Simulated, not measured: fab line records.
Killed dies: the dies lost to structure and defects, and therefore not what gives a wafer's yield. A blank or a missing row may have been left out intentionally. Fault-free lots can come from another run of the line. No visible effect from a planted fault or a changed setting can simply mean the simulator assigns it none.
fab line records	flow n5Finfet
record: lots: 13	wafers: 39	lastDay: 19
route steps=1938 shown BEOL_M5@1168 PASSIVATION@1936
lots untouched by any fault: they come from a run of this same line in which no faults occurred
startH: start of the lot's first displayed wafer, in hours after the record's first day	waitH: hours elapsed since this lot's preceding step	" repeats the value in the row above	L1.1+2: a row that stands for several wafers	- either no value or no given start	* or withheld: withheld	< > ~ a bound
route shown NAME@n: a module of which the file shows steps, and the number in the route of the first	usual: average and standard deviation across the fault-free wafers	same: alike in all rows	chamber/n: place in a boat	sites: per-site readings	_std_site: how widely they spread, as a standard deviation	_edge_site: mean of outer sites minus mean of inner sites	radiusMm: for every site, how far away it sits from the centre of the wafer	mask NAME#n: copy n	behind: the tool/chamber that last shaped the wafer	hold: why the lot went on hold/how many hours it stayed there/how the hold came to an end	device: the transistor (n, p or np) that didn't switch	end of line: tests run on the same wafers once the route is complete	for a step that has no rows: nothing shown but its recipe	killed: dies that structure and defects cost at the first sort, which is not the same as the wafer's yield	map: the dies of a wafer, with x for killed, . for not killed, _ for no die there
set.NAME: the run value of the setting; set.NAME@STEP: its run value at that earlier step	model.NAME: the simulator's own value behind a step, which no gauge read
the route's steps for a sample of lots (tables are steps, rows are wafers)
services: a tool's chamber out of use, with start hour (startH, from the record's first day; less than 0 if before it), hours out, and reason
== steps ==
step: N5_BEOL_M5_CD_MEAS_35
recipe: targetCdNm: 28	targetCdYNm: 24	polarity: opening
usual: cdNm: 28.2/0.4
lot.wafer	tool	chamber	startH	waitH	cdNm
L180.1	cdSem-02	-	214.58	0.0	28.6
L180.3	"	-	"	"	27.4
L180.6	"	-	"	"	28.0
L182.1	cdSem-01	-	231.00	0.0	27.7
L182.4	"	-	"	"	27.6
L182.5	"	-	"	"	27.3
L183.1	cdSem-01	-	244.06	0.0	28.1
L183.4	"	-	"	"	27.8
L183.5	"	-	"	"	27.5
L184.1	cdSem-03	-	250.05	0.0	28.6
L184.3	"	-	"	"	28.3
L184.4	"	-	"	"	28.2
L188.3	cdSem-01	-	280.89	0.0	27.3
L188.4	"	-	"	"	27.6
L188.6	"	-	"	"	28.2
L190.1	cdSem-02	-	282.84	0.0	27.6
L190.4	"	-	"	"	27.7
L190.6	"	-	"	"	27.5
L189.2	cdSem-03	-	283.26	0.0	28.4
L189.4	"	-	"	"	28.0
L189.6	"	-	"	"	28.1
L191.2	cdSem-02	-	294.73	0.0	27.8
L191.3	"	-	"	"	28.2
L191.4	"	-	"	"	28.7
L192.1	cdSem-02	-	312.71	0.0	27.7
L192.5	"	-	"	"	28.2
L192.6	"	-	"	"	28.1
L198.1	cdSem-03	-	334.87	0.0	28.5
L198.2	"	-	"	"	28.7
L198.6	"	-	"	"	28.9
L197.1	cdSem-02	-	335.13	0.0	28.3
L197.2	"	-	"	"	28.5
L197.6	"	-	"	"	28.0
L201.2	cdSem-01	-	351.66	0.0	27.7
L201.5	"	-	"	"	27.9
L201.6	"	-	"	"	28.2
L202.2	cdSem-03	-	352.05	0.0	28.2
L202.4	"	-	"	"	27.7
L202.5	"	-	"	"	28.6
step: N5_BEOL_M5_DEGAS_44
recipe: ambient: vacuum	tempC: 250	timeS: 60
usual: heaterPowerW: 314/39
lot.wafer	tool	chamber	startH	waitH	heaterPowerW
L180.1	pvdSputter-01	-	215.21	0.5	313
L180.3	"	-	"	"	299
L180.6	"	-	"	"	319
L182.1	pvdSputter-01	-	231.81	0.7	282
L182.4	"	-	"	"	357
L182.5	"	-	"	"	350
L183.1	pvdSputter-02	-	244.47	0.3	279
L183.4	"	-	"	"	326
L183.5	"	-	"	"	282
L184.1	pvdSputter-03	-	250.54	0.3	337
L184.3	"	-	"	"	261
L184.4	"	-	"	"	285
L188.3	pvdSputter-02	-	281.59	0.5	277
L188.4	"	-	"	"	385
L188.6	"	-	"	"	335
L190.1	pvdSputter-01	-	283.52	0.5	325
L190.4	"	-	"	"	290
L190.6	"	-	"	"	357
L189.2	pvdSputter-03	-	283.63	0.2	292
L189.4	"	-	"	"	345
L189.6	"	-	"	"	262
L191.2	pvdSputter-01	-	295.47	0.6	338
L191.3	"	-	"	"	318
L191.4	"	-	"	"	292
L192.1	pvdSputter-03	-	313.08	0.3	275
L192.5	"	-	"	"	273
L192.6	"	-	"	"	280
L198.1	pvdSputter-03	-	335.37	0.4	345
L198.2	"	-	"	"	269
L198.6	"	-	"	"	289
L197.1	pvdSputter-01	-	335.50	0.3	365
L197.2	"	-	"	"	348
L197.6	"	-	"	"	296
L201.2	pvdSputter-01	-	352.26	0.5	318
L201.5	"	-	"	"	321
L201.6	"	-	"	"	359
L202.2	pvdSputter-01	-	352.42	0.2	344
L202.4	"	-	"	"	291
L202.5	"	-	"	"	289
step: N5_BEOL_M5_CVD_47
recipe: material: Co	targetThkA: 30	tempC: withheld	precursor: CCTBA/H2	pressureTorr: 30	timeS: 216
usual: runLengthS: 239.2/0.63
lot.wafer	tool	chamber	startH	waitH	runLengthS
L180.1	cvdCo-02	2	215.85	0.0	238.5
L180.3	"	1	"	"	238.2
L180.6	"	2	"	"	239.3
L182.1	cvdCo-02	1	232.26	0.0	238.2
L182.4	"	2	"	"	238.7
L182.5	"	0	"	"	239.3
L183.1	cvdCo-01	0	245.03	0.1	239.8
L183.4	"	0	"	"	240.2
L183.5	"	1	"	"	239.2
L184.1	cvdCo-01	1	251.44	0.0	239.8
L184.3	"	2	"	"	239.3
L184.4	"	1	"	"	239.2
L188.3	cvdCo-01	2	282.09	0.1	239.2
L188.4	"	0	"	"	239.7
L188.6	"	1	"	"	239.5
L190.1	cvdCo-02	1	285.61	0.0	238.7
L190.4	"	2	"	"	238.6
L190.6	"	0	"	"	240.1
L189.2	cvdCo-01	2	285.84	0.2	239.0
L189.4	"	0	"	"	240.3
L189.6	"	2	"	"	238.8
L191.2	cvdCo-02	0	295.87	0.0	239.4
L191.3	"	2	"	"	239.2
L191.4	"	1	"	"	238.5
L192.1	cvdCo-02	1	314.92	0.1	238.4
L192.5	"	1	"	"	239.1
L192.6	"	0	"	"	239.4
L198.1	cvdCo-02	1	335.90	0.1	146.4
L198.2	"	0	"	"	147.3
L198.6	"	1	"	"	146.3
L197.1	cvdCo-02	0	336.09	0.0	147.4
L197.2	"	2	"	"	146.6
L197.6	"	1	"	"	146.9
L201.2	cvdCo-01	2	352.70	0.1	239.1
L201.5	"	2	"	"	238.9
L201.6	"	0	"	"	239.8
L202.2	cvdCo-01	2	352.90	0.1	239.2
L202.4	"	2	"	"	239.0
L202.5	"	2	"	"	238.8
step: N5_BEOL_M5_ANNEAL_82
recipe: tempC: 400	timeS: 1800	ambient: vacuum
usual: heaterPowerW: 778/95
lot.wafer	tool	chamber	startH	waitH	heaterPowerW
L180.1	pvdSputter-01	-	217.17	0.0	908
L180.3	"	-	"	"	875
L180.6	"	-	"	"	875
L182.1	pvdSputter-03	-	233.65	0.0	718
L182.4	"	-	"	"	688
L182.5	"	-	"	"	857
L183.1	pvdSputter-03	-	246.52	0.0	708
L183.4	"	-	"	"	688
L183.5	"	-	"	"	853
L184.1	pvdSputter-02	-	252.86	0.0	939
L184.3	"	-	"	"	704
L184.4	"	-	"	"	705
L188.3	pvdSputter-02	-	283.47	0.0	791
L188.4	"	-	"	"	709
L188.6	"	-	"	"	814
L190.1	pvdSputter-03	-	286.98	0.0	697
L190.4	"	-	"	"	705
L190.6	"	-	"	"	681
L189.2	pvdSputter-01	-	287.25	0.0	723
L189.4	"	-	"	"	792
L189.6	"	-	"	"	737
L191.2	pvdSputter-03	-	297.25	0.0	714
L191.3	"	-	"	"	855
L191.4	"	-	"	"	654
L192.1	pvdSputter-03	-	316.32	0.0	674
L192.5	"	-	"	"	686
L192.6	"	-	"	"	707
L198.1	pvdSputter-02	-	337.29	0.0	807
L198.2	"	-	"	"	980
L198.6	"	-	"	"	807
L197.1	pvdSputter-01	-	337.99	0.0	888
L197.2	"	-	"	"	883
L197.6	"	-	"	"	891
L201.2	pvdSputter-01	-	354.12	0.0	856
L201.5	"	-	"	"	733
L201.6	"	-	"	"	860
L202.2	pvdSputter-02	-	356.51	0.0	967
L202.4	"	-	"	"	796
L202.5	"	-	"	"	826
step: N5_PASSIVATION_PROBE_49
usual: defectLimitedYield: 91.5/1.4	killed_at_M0_to_M3: 34/11	killed_at_M4_up: 15/6	killedAtContacts: 11/5.9	killedAtFrontEnd: 37/11	killedAtOther: 3.6/2.9	killedDies: 101/17	killedOpen: 66/12	killedShort: 33/7.8	sort_bin_5_function: 5.0/0.97	sort_bin_6_memory: 3.2/0.65	sort_bin_8_speed: 0.02/0.2	sortNPass: 1079/17	sortYieldPct: 91.4/1.4
same: grossDies: 1180	killedAtBackSide: 0	sort_bin_4_leakage[%]: 0
lot.wafer	tool	chamber	startH	waitH	defectLimitedYield[%]	killed_at_M0_to_M3	killed_at_M4_up	killedAtContacts	killedAtFrontEnd	killedAtOther	killedDies	killedOpen	killedShort	sort_bin_5_function[%]	sort_bin_6_memory[%]	sort_bin_8_speed[%]	sortNPass	sortYieldPct[%]
L180.1	prober-02	-	307.11	0.0	91.9	32	14	10	34	5	95	52	42	5.0	2.4	0	1085	91.9
L180.3	prober-02	-	307.21	0.1	90.4	55	9	6	35	8	113	74	36	4.7	4.1	0	1067	90.4
L180.6	prober-02	-	307.36	0.3	92.0	35	17	9	30	3	94	52	36	4.1	3.4	0	1086	92.0
L182.1	prober-01	-	327.62	0.0	92.5	24	6	2	52	4	88	56	28	4.2	3.0	0	1092	92.5
L182.4	prober-01	-	327.77	0.2	92.0	39	10	12	27	6	94	65	28	5.2	2.5	0	1086	92.0
L182.5	prober-01	-	327.82	0.2	91.6	33	11	11	36	8	99	70	26	5.3	2.7	0	1081	91.6
L183.1	prober-01	-	337.87	0.0	92.6	27	19	7	27	7	87	65	21	4.5	2.8	0	1093	92.6
L183.4	prober-01	-	338.02	0.2	90.9	32	22	1	47	5	107	73	33	5.2	3.6	0	1073	90.9
L183.5	prober-01	-	338.07	0.2	91.7	41	5	7	42	3	98	65	28	4.7	3.0	0	1082	91.7
L184.1	prober-01	-	349.32	0.0	88.9	46	19	10	54	2	131	88	40	6.6	4.1	0	1049	88.9
L184.3	prober-01	-	349.42	0.1	89.7	39	18	4	58	2	121	63	55	5.8	4.1	0	1059	89.7
L184.4	prober-01	-	349.47	0.2	91.7	41	16	8	32	1	98	69	29	5.6	2.5	0	1082	91.7
L190.1	prober-01	-	375.87	0.0	92.3	39	8	4	38	2	91	47	43	4.9	2.4	0	1089	92.3
L190.4	prober-01	-	376.02	0.2	92.3	25	8	8	47	3	91	65	24	4.4	2.9	0	1089	92.3
L190.6	prober-01	-	376.12	0.3	92.5	29	10	4	44	1	88	54	34	4.9	2.2	0	1092	92.5
L189.2	prober-01	-	381.43	0.1	89.9	31	9	15	62	2	119	89	29	6.9	3.0	0	1061	89.9
L189.4	prober-01	-	381.53	0.2	92.0	17	13	22	41	1	94	68	25	5.1	2.7	0	1086	92.0
L189.6	prober-01	-	381.63	0.3	89.3	48	13	15	50	0	126	85	38	6.4	3.6	0	1054	89.3
L188.3	prober-02	-	381.69	0.1	91.4	31	11	9	49	1	101	73	25	4.3	4.0	0	1079	91.4
L188.4	prober-02	-	381.74	0.2	91.8	41	21	6	24	5	97	68	29	5.4	2.6	0	1083	91.8
L188.6	prober-02	-	381.84	0.3	91.9	40	22	5	26	2	95	67	28	4.7	3.3	0	1085	91.9
L191.2	prober-02	-	401.85	0.1	91.3	43	15	12	32	1	103	69	32	4.3	4.2	0	1077	91.3
L191.3	prober-02	-	401.90	0.1	93.9	17	12	6	37	0	72	48	24	4.2	1.5	0	1108	93.9
L191.4	prober-02	-	401.95	0.2	94.2	19	14	5	25	5	68	42	25	3.8	1.6	0	1112	94.2
L192.1	prober-01	-	414.83	0.0	93.2	23	11	12	28	6	80	54	23	3.5	3.1	0	1100	93.2
L192.5	prober-01	-	415.03	0.2	92.1	24	16	11	39	3	93	65	28	5.0	2.7	0	1087	92.1
L192.6	prober-01	-	415.08	0.3	91.4	39	20	12	25	6	102	76	26	4.8	3.3	0	1078	91.4
L197.1	prober-01	-	440.37	0.0	90.7	36	20	13	35	6	110	69	41	5.3	3.9	0	1070	90.7
L197.2	prober-01	-	440.42	0.1	92.5	29	19	15	24	2	89	62	27	4.3	3.1	0	1091	92.5
L197.6	prober-01	-	440.62	0.3	89.2	43	21	28	36	0	128	94	34	7.2	3.5	0	1052	89.2
L198.1	prober-01	-	440.92	0.0	92.5	28	22	9	26	3	88	52	34	4.6	2.5	0.42	1087	92.1
L198.2	prober-01	-	440.97	0.1	89.2	53	21	8	44	2	128	79	48	6.5	3.9	0	1052	89.2
L198.6	prober-01	-	441.17	0.3	91.9	21	21	24	28	2	96	61	33	4.9	3.1	0	1084	91.9
L201.2	prober-01	-	451.53	0.1	89.4	38	22	11	50	4	125	80	45	5.9	3.9	0	1055	89.4
L201.5	prober-01	-	451.68	0.2	91.3	41	6	21	30	5	103	73	29	6.2	2.5	0	1077	91.3
L201.6	prober-01	-	451.73	0.3	92.6	27	17	3	36	4	87	50	37	4.7	2.5	0	1093	92.6
L202.2	prober-02	-	462.00	0.1	90.2	41	14	20	36	5	116	77	35	5.9	3.7	0	1064	90.2
L202.4	prober-02	-	462.10	0.2	90.0	29	17	26	35	11	118	82	34	5.9	3.9	0	1062	90.0
L202.5	prober-02	-	462.15	0.2	93.1	22	13	13	31	3	82	57	24	4.4	2.4	0	1098	93.1
killed by level:class
L180.1 BEOL_M0_SAQP:geometricParticle:short=9 BEOL_M2:geometricParticle:open=9 FIN_SAQP:geometricParticle:short=8 MOL_CONTACT_COAG:geometricParticle:open=7 BEOL_M5:geometricParticle:open=6 ILD0:geometricParticle:short=5 BEOL_M0:geometricParticle:open=5 ILD0:geometricParticle:open=4
L180.3 BEOL_M0_SAQP:geometricParticle:open=12 BEOL_M1:geometricParticle:open=12 BEOL_M2:geometricParticle:open=11 BEOL_M0_SAQP:geometricParticle:short=9 FIN_SAQP:geometricParticle:open=6 MOL_CONTACT_COAG:geometricParticle:open=6 STI_FIN_REVEAL:geometricParticle:open=4 DUMMY_GATE:geometricParticle:open=4
L180.6 BEOL_M0_SAQP:geometricParticle:short=11 BEOL_M0_SAQP:geometricParticle:open=8 BEOL_M2:geometricParticle:open=8 BEOL_M4:geometricParticle:open=6 FIN_SAQP:geometricParticle:short=5 GATE_CUT:geometricParticle:short=5 MOL_CONTACT_COAG:geometricParticle:open=5 STARTING-WAFER:geometricParticle:short=4
L182.1 STI_FIN_REVEAL:geometricParticle:open=13 DUMMY_GATE:geometricParticle:open=9 FIN_SAQP:geometricParticle:short=7 FIN_SAQP:geometricParticle:open=6 BEOL_M3:geometricParticle:open=6 BEOL_M0_SAQP:geometricParticle:open=6 STARTING-WAFER:geometricParticle:short=6 GATE_CUT:geometricParticle:short=5
L182.4 BEOL_M2:geometricParticle:open=14 MOL_CONTACT_COAG:geometricParticle:open=8 BEOL_M0_SAQP:geometricParticle:open=7 FIN_SAQP:geometricParticle:open=6 DUMMY_GATE:geometricParticle:open=6 BEOL_M3:geometricParticle:open=6 BEOL_M0_SAQP:geometricParticle:short=5 BEOL_M2:geometricParticle:short=4
L182.5 MOL_CONTACT_COAG:geometricParticle:open=11 DUMMY_GATE:geometricParticle:open=8 BEOL_M0_SAQP:geometricParticle:open=7 BEOL_M3:geometricParticle:open=7 FIN_SAQP:geometricParticle:short=6 BEOL_M1:geometricParticle:open=6 BEOL_M4:geometricParticle:open=6 FIN_SAQP:geometricParticle:open=5
L183.1 STI_FIN_REVEAL:geometricParticle:open=12 BEOL_M0_SAQP:geometricParticle:short=9 BEOL_M4:geometricParticle:open=8 MOL_CONTACT_COAG:geometricParticle:open=7 FIN_SAQP:geometricParticle:open=6 BEOL_M2:geometricParticle:open=6 BEOL_M0_SAQP:geometricParticle:open=5 DUMMY_GATE:geometricParticle:open=4
L183.4 STI_FIN_REVEAL:geometricParticle:open=15 DUMMY_GATE:geometricParticle:open=9 BEOL_M0_SAQP:geometricParticle:open=9 FIN_SAQP:geometricParticle:short=8 BEOL_M4:geometricParticle:short=8 BEOL_M8:geometricParticle:open=6 BEOL_M4:geometricParticle:open=6 BEOL_M2:geometricParticle:open=5
L183.5 BEOL_M0_SAQP:geometricParticle:open=11 FIN_SAQP:geometricParticle:short=9 BEOL_M0_SAQP:geometricParticle:short=9 FIN_SAQP:geometricParticle:open=8 STI_FIN_REVEAL:geometricParticle:open=8 MOL_CONTACT_COAG:geometricParticle:open=7 BEOL_M2:geometricParticle:open=7 BEOL_M3:geometricParticle:open=5
L184.1 BEOL_M0_SAQP:geometricParticle:open=15 STI_FIN_REVEAL:geometricParticle:open=14 FIN_SAQP:geometricParticle:open=11 BEOL_M3:geometricParticle:open=10 BEOL_M0_SAQP:geometricParticle:short=9 FIN_SAQP:geometricParticle:short=7 BEOL_M4:geometricParticle:open=7 MOL_CONTACT_COAG:geometricParticle:open=6
L184.3 FIN_SAQP:geometricParticle:short=14 BEOL_M0_SAQP:geometricParticle:short=11 BEOL_M0_SAQP:geometricParticle:open=10 BEOL_M4:geometricParticle:open=9 GATE_CUT:geometricParticle:short=8 STARTING-WAFER:geometricParticle:short=8 BEOL_M2:geometricParticle:open=7 BEOL_M3:geometricParticle:open=7
L184.4 BEOL_M0_SAQP:geometricParticle:open=12 BEOL_M3:geometricParticle:open=10 BEOL_M0_SAQP:geometricParticle:short=8 FIN_SAQP:geometricParticle:open=7 STI_FIN_REVEAL:geometricParticle:open=7 MOL_CONTACT_COAG:geometricParticle:open=7 BEOL_M4:geometricParticle:open=5 STARTING-WAFER:geometricParticle:short=5
L190.1 BEOL_M0_SAQP:geometricParticle:short=11 GATE_CUT:geometricParticle:short=10 BEOL_M3:geometricParticle:open=9 FIN_SAQP:geometricParticle:short=6 STI_FIN_REVEAL:geometricParticle:open=5 BEOL_M1:geometricParticle:open=5 MOL_CONTACT_COAG:geometricParticle:open=4 BEOL_M3:geometricParticle:short=4
L190.4 STI_FIN_REVEAL:geometricParticle:open=12 GATE_CUT:geometricParticle:short=8 MOL_CONTACT_COAG:geometricParticle:open=8 BEOL_M3:geometricParticle:open=7 STARTING-WAFER:geometricParticle:open=6 DUMMY_GATE:geometricParticle:open=5 BEOL_M4:geometricParticle:open=5 FIN_SAQP:geometricParticle:open=4
L190.6 STI_FIN_REVEAL:geometricParticle:open=11 FIN_SAQP:geometricParticle:open=7 GATE_CUT:geometricParticle:short=7 BEOL_M2:geometricParticle:short=7 BEOL_M3:geometricParticle:open=7 DUMMY_GATE:geometricParticle:open=5 ILD0:geometricParticle:short=5 BEOL_M2:geometricParticle:open=4
L189.2 FIN_SAQP:geometricParticle:open=29 MOL_CONTACT_COAG:geometricParticle:open=13 FIN_SAQP:geometricParticle:short=8 BEOL_M3:geometricParticle:open=8 STI_FIN_REVEAL:geometricParticle:open=7 BEOL_M0_SAQP:geometricParticle:short=6 BEOL_M2:geometricParticle:open=6 BEOL_M5:geometricParticle:open=4
L189.4 MOL_CONTACT_COAG:geometricParticle:open=20 STI_FIN_REVEAL:geometricParticle:open=13 FIN_SAQP:geometricParticle:open=8 FIN_SAQP:geometricParticle:short=5 BEOL_M0_SAQP:geometricParticle:short=5 DUMMY_GATE:geometricParticle:open=4 BEOL_M3:geometricParticle:open=4 BEOL_M4:geometricParticle:open=4
L189.6 FIN_SAQP:geometricParticle:short=13 BEOL_M0_SAQP:geometricParticle:open=13 FIN_SAQP:geometricParticle:open=11 MOL_CONTACT_COAG:geometricParticle:open=11 BEOL_M3:geometricParticle:open=9 STI_FIN_REVEAL:geometricParticle:open=8 BEOL_M0_SAQP:geometricParticle:short=8 BEOL_M1:geometricParticle:open=8
L188.3 STI_FIN_REVEAL:geometricParticle:open=21 BEOL_M1:geometricParticle:open=10 BEOL_M3:geometricParticle:open=7 FIN_SAQP:geometricParticle:open=6 MOL_CONTACT_COAG:geometricParticle:open=6 BEOL_M0_SAQP:geometricParticle:short=6 BEOL_M0_SAQP:geometricParticle:open=5 DUMMY_GATE:geometricParticle:open=4
L188.4 BEOL_M1:geometricParticle:open=14 BEOL_M2:geometricParticle:open=8 BEOL_M3:geometricParticle:open=7 BEOL_M4:geometricParticle:open=7 DUMMY_GATE:geometricParticle:open=5 MOL_CONTACT_COAG:geometricParticle:open=5 BEOL_M0_SAQP:geometricParticle:short=5 FIN_SAQP:geometricParticle:short=3
L188.6 BEOL_M1:geometricParticle:open=11 DUMMY_GATE:geometricParticle:open=10 BEOL_M3:geometricParticle:open=10 BEOL_M4:geometricParticle:open=8 BEOL_M0_SAQP:geometricParticle:short=8 MOL_CONTACT_COAG:geometricParticle:open=5 BEOL_M1:geometricParticle:short=5 FIN_SAQP:geometricParticle:open=4
L191.2 MOL_CONTACT_COAG:geometricParticle:open=12 BEOL_M2:geometricParticle:open=9 BEOL_M0_SAQP:geometricParticle:short=8 GATE_CUT:geometricParticle:open=6 BEOL_M3:geometricParticle:open=6 FIN_SAQP:geometricParticle:open=5 BEOL_M2:geometricParticle:short=5 BEOL_M0:geometricParticle:open=5
L191.3 STI_FIN_REVEAL:geometricParticle:open=7 BEOL_M4:geometricParticle:open=7 BEOL_M3:geometricParticle:open=7 GATE_CUT:geometricParticle:short=5 GATE_CUT:geometricParticle:open=5 ILD0:geometricParticle:open=4 MOL_CONTACT_COAG:geometricParticle:open=4 BEOL_M7:geometricParticle:open=4
L191.4 BEOL_M4:geometricParticle:open=6 GATE_CUT:geometricParticle:open=5 BEOL_M0_SAQP:geometricParticle:short=5 MOL_CONTACT_COAG:geometricParticle:open=4 BEOL_M3:geometricParticle:open=4 FIN_SAQP:geometricParticle:short=3 STI_FIN_REVEAL:geometricParticle:open=3 BEOL_M2:geometricParticle:short=3
L192.1 MOL_CONTACT_COAG:geometricParticle:open=10 BEOL_M3:geometricParticle:open=7 DUMMY_GATE:geometricParticle:open=6 STI_FIN_REVEAL:geometricParticle:open=5 STARTING-WAFER:geometricParticle:short=5 BEOL_M0_SAQP:geometricParticle:short=4 BEOL_M2:geometricParticle:open=4 BEOL_M1:geometricParticle:open=3
L192.5 FIN_SAQP:geometricParticle:short=10 DUMMY_GATE:geometricParticle:open=9 STI_FIN_REVEAL:geometricParticle:open=8 MOL_CONTACT_COAG:geometricParticle:open=8 BEOL_M0_SAQP:geometricParticle:open=6 BEOL_M1:geometricParticle:open=4 BEOL_M2:geometricParticle:open=4 BEOL_M3:geometricParticle:open=4
L192.6 MOL_CONTACT_COAG:geometricParticle:open=11 BEOL_M3:geometricParticle:open=10 BEOL_M0_SAQP:geometricParticle:open=9 BEOL_M0_SAQP:geometricParticle:short=8 BEOL_M4:geometricParticle:open=8 BEOL_M2:geometricParticle:open=6 DUMMY_GATE:geometricParticle:open=5 STI_FIN_REVEAL:geometricParticle:open=4
L197.1 MOL_CONTACT_COAG:geometricParticle:open=10 FIN_SAQP:geometricParticle:open=8 BEOL_M0_SAQP:geometricParticle:open=8 STI_FIN_REVEAL:geometricParticle:open=7 BEOL_M0_SAQP:geometricParticle:short=6 BEOL_M3:geometricParticle:open=6 BEOL_M4:geometricParticle:open=6 BEOL_M5:geometricParticle:open=6
L197.2 STI_FIN_REVEAL:geometricParticle:open=13 MOL_CONTACT_COAG:geometricParticle:open=13 BEOL_M0_SAQP:geometricParticle:short=6 BEOL_M0:geometricParticle:short=6 BEOL_M5:geometricParticle:open=6 BEOL_M1:geometricParticle:open=5 BEOL_M4:geometricParticle:open=5 BEOL_M2:geometricParticle:open=4
L197.6 MOL_CONTACT_COAG:geometricParticle:open=23 STI_FIN_REVEAL:geometricParticle:open=16 BEOL_M4:geometricParticle:open=13 FIN_SAQP:geometricParticle:short=8 BEOL_M2:geometricParticle:open=8 BEOL_M3:geometricParticle:open=6 BEOL_M0:geometricParticle:open=6 BEOL_M0_SAQP:geometricParticle:short=6
L198.1 FIN_SAQP:geometricParticle:short=9 BEOL_M4:geometricParticle:open=9 MOL_CONTACT_COAG:geometricParticle:open=8 BEOL_M2:geometricParticle:open=6 BEOL_M5:geometricParticle:open=5 BEOL_M0_SAQP:geometricParticle:short=5 BEOL_M2:geometricParticle:short=5 FIN_SAQP:geometricParticle:open=4
L198.2 BEOL_M0_SAQP:geometricParticle:open=17 BEOL_M0_SAQP:geometricParticle:short=16 STI_FIN_REVEAL:geometricParticle:open=15 FIN_SAQP:geometricParticle:short=9 BEOL_M4:geometricParticle:open=9 BEOL_M1:geometricParticle:open=7 BEOL_M2:geometricParticle:open=7 MOL_CONTACT_COAG:geometricParticle:open=4
L198.6 MOL_CONTACT_COAG:geometricParticle:open=17 BEOL_M4:geometricParticle:open=13 FIN_SAQP:geometricParticle:short=8 STI_FIN_REVEAL:geometricParticle:open=6 MOL_CONTACT_COAG:geometricParticle:short=6 BEOL_M0_SAQP:geometricParticle:short=5 BEOL_M3:geometricParticle:open=4 BEOL_M0_SAQP:geometricParticle:open=3
L201.2 BEOL_M4:geometricParticle:open=16 BEOL_M0_SAQP:geometricParticle:short=11 GATE_CUT:geometricParticle:short=9 MOL_CONTACT_COAG:geometricParticle:open=9 FIN_SAQP:geometricParticle:short=7 BEOL_M0_SAQP:geometricParticle:open=7 BEOL_M2:geometricParticle:open=7 FIN_SAQP:geometricParticle:open=6
L201.5 MOL_CONTACT_COAG:geometricParticle:open=18 BEOL_M2:geometricParticle:open=10 DUMMY_GATE:geometricParticle:open=9 BEOL_M0_SAQP:geometricParticle:short=7 BEOL_M1:geometricParticle:open=6 BEOL_M4:geometricParticle:open=6 GATE_CUT:geometricParticle:short=5 BEOL_M3:geometricParticle:open=5
L201.6 BEOL_M4:geometricParticle:open=9 BEOL_M2:geometricParticle:open=8 GATE_CUT:geometricParticle:open=7 GATE_CUT:geometricParticle:short=6 FIN_SAQP:geometricParticle:open=5 FIN_SAQP:geometricParticle:short=5 STARTING-WAFER:geometricParticle:short=5 BEOL_M4:geometricParticle:short=5
L202.2 MOL_CONTACT_COAG:geometricParticle:open=13 STI_FIN_REVEAL:geometricParticle:open=12 BEOL_M3:geometricParticle:open=10 FIN_SAQP:geometricParticle:open=8 BEOL_M0_SAQP:geometricParticle:open=8 BEOL_M0_SAQP:geometricParticle:short=7 FIN_SAQP:geometricParticle:short=6 MOL_CONTACT_COAG:geometricParticle:short=6
L202.4 MOL_CONTACT_COAG:geometricParticle:open=21 BEOL_M3:geometricParticle:open=16 BEOL_M4:geometricParticle:open=8 FIN_SAQP:geometricParticle:open=6 STI_FIN_REVEAL:geometricParticle:open=6 MOL_CONTACT_COAG:geometricParticle:short=5 BEOL_M0_SAQP:geometricParticle:short=5 MIM_BOT:geometricParticle:short=5
L202.5 MOL_CONTACT_COAG:geometricParticle:open=11 BEOL_M3:geometricParticle:open=9 STI_FIN_REVEAL:geometricParticle:open=7 BEOL_M4:geometricParticle:open=6 FIN_SAQP:geometricParticle:open=4 FIN_SAQP:geometricParticle:short=4 BEOL_M0_SAQP:geometricParticle:open=4 STARTING-WAFER:geometricParticle:open=4
== services ==
tool	chamber	startH	hours	kind
cvdCo-02	-	217.85	0.5	repair
pvdSputter-02	-	228.43	5.9	repair
cvdCo-02	-	311.30	0.4	repair
cvdCo-01	1	333.33	-	clean
cvdCo-01	1	333.33	22.0	scheduledDown
cvdCo-01	1	333.33	22.0	ventCycle
== key ==
firstSign: step: N5_BEOL_M5_CVD_47	reading: runLengthS	direction: down	sigmas: 99+	usual: *	struck: *
effect none on later readings
metAt N5_BEOL_M5_CVD_47
struckLots L197,L198
notActingAt N5_BEOL_M5_CD_MEAS_35,N5_BEOL_M5_DEGAS_44,N5_BEOL_M5_ANNEAL_82
onsetBetween 314.92 335.90
fault: kind: processParameterDrift	tool: cvdCo-02	chamber: -	onsetH: 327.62	steps: N5_BEOL_M5_CVD_47	channel: timeS	offset: *	shape: step	endH: 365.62	actsIn: *	stated: *
